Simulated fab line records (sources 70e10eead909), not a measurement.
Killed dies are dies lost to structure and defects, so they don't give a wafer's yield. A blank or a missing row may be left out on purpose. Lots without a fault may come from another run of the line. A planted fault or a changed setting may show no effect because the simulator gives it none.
Chamber matching + flow nandHarc + rieDiel-02 running NHARC_A_M0_ETCH_34: 4 sister chambers
The step etches the open film in N2/H2, target depth 40 nm, overetch 12 nm, time 43.94 s. 16 wafers are shown with their chamber, then 8 later ones without.

== WAFERS WITH THEIR CHAMBER ==
| wafer  | chamber | drypumpMotorCurrentA (A) | showerheadPlenumPTorr (Torr) | rfVppV (V) |
|--------|---------|--------------------------|------------------------------|------------|
| L122.2 | 2       | 5.1                      | 2.07                         | 431.4      |
| L122.5 | 2       | 5.1                      | 2.07                         | 432.0      |
| L122.6 | 1       | 6.3                      | 2.08                         | 431.0      |
| L127.1 | 1       | 6.4                      | 2.08                         | 431.3      |
| L127.2 | 3       | 5.5                      | 2.10                         | 432.0      |
| L127.4 | 2       | 5.2                      | 2.07                         | 430.5      |
| L130.1 | 3       | 5.5                      | 2.10                         | 433.5      |
| L130.2 | 2       | 5.2                      | 2.06                         | 430.8      |
| L130.3 | 0       | 6.0                      | 2.16                         | 433.3      |
| L128.1 | 2       | 5.2                      | 2.06                         | 429.2      |
| L128.2 | 1       | 6.3                      | 2.07                         | 431.2      |
| L128.4 | 1       | 6.4                      | 2.07                         | 432.1      |
| L132.2 | 2       | 5.2                      | 2.06                         | 431.7      |
| L132.3 | 1       | 6.4                      | 2.07                         | 431.0      |
| L132.5 | 2       | 5.1                      | 2.06                         | 431.7      |
| L134.2 | 2       | 5.1                      | 2.06                         | 431.5      |

SIGNATURES (means of the wafers above)
| reading               | chamber 0 | chamber 1 | chamber 2 | chamber 3 | scatter within a chamber |
|-----------------------|-----------|-----------|-----------|-----------|--------------------------|
| drypumpMotorCurrentA  | 6.000     | 6.360     | 5.150     | 5.500     | 0.0516                   |
| showerheadPlenumPTorr | 2.1600    | 2.0740    | 2.0637    | 2.1000    | 0.00506                  |
| rfVppV                | 433.300   | 431.320   | 431.100   | 432.750   | 0.806                    |
Rule: for a wafer and a chamber, the distance is found by dividing, reading by reading, the gap between the wafer's reading and the chamber's mean by the reading's scatter, squaring, summing and taking the root. If the next closest chamber is less than 2 further off than the closest, the wafer can't be placed; otherwise it belongs to the closest. The scatter: the root of (the sum of the squares of (reading less its chamber's mean) over the shown wafers, divided by (wafers less chambers)).

== WAFERS WITHOUT THEIR CHAMBER ==
| wafer  | drypumpMotorCurrentA (A) | showerheadPlenumPTorr (Torr) | rfVppV (V) |
|--------|--------------------------|------------------------------|------------|
| L134.3 | 6.3                      | 2.07                         | 431.4      |
| L134.5 | 6.3                      | 2.07                         | 430.3      |
| L137.2 | 5.2                      | 2.06                         | 431.9      |
| L137.3 | 6.0                      | 2.16                         | 432.8      |
| L137.5 | 6.0                      | 2.16                         | 432.6      |
| L135.3 | 6.0                      | 2.16                         | 433.2      |
| L135.4 | 6.3                      | 2.07                         | 431.3      |
| L135.5 | 5.2                      | 2.06                         | 430.1      |

== WHICH CHAMBER EACH ONE RAN IN ==
| wafer  | from the rows above | in truth |
|--------|---------------------|----------|
| L134.3 | 1                   | 1        |
| L134.5 | 1                   | 1        |
| L137.2 | 2                   | 2        |
| L137.3 | 0                   | 0        |
| L137.5 | 0                   | 0        |
| L135.3 | 0                   | 0        |
| L135.4 | 1                   | 1        |
| L135.5 | 2                   | 2        |
Correctly placed: 8 of 8. Not placeable from these rows: 0. Wrongly placed: 0.
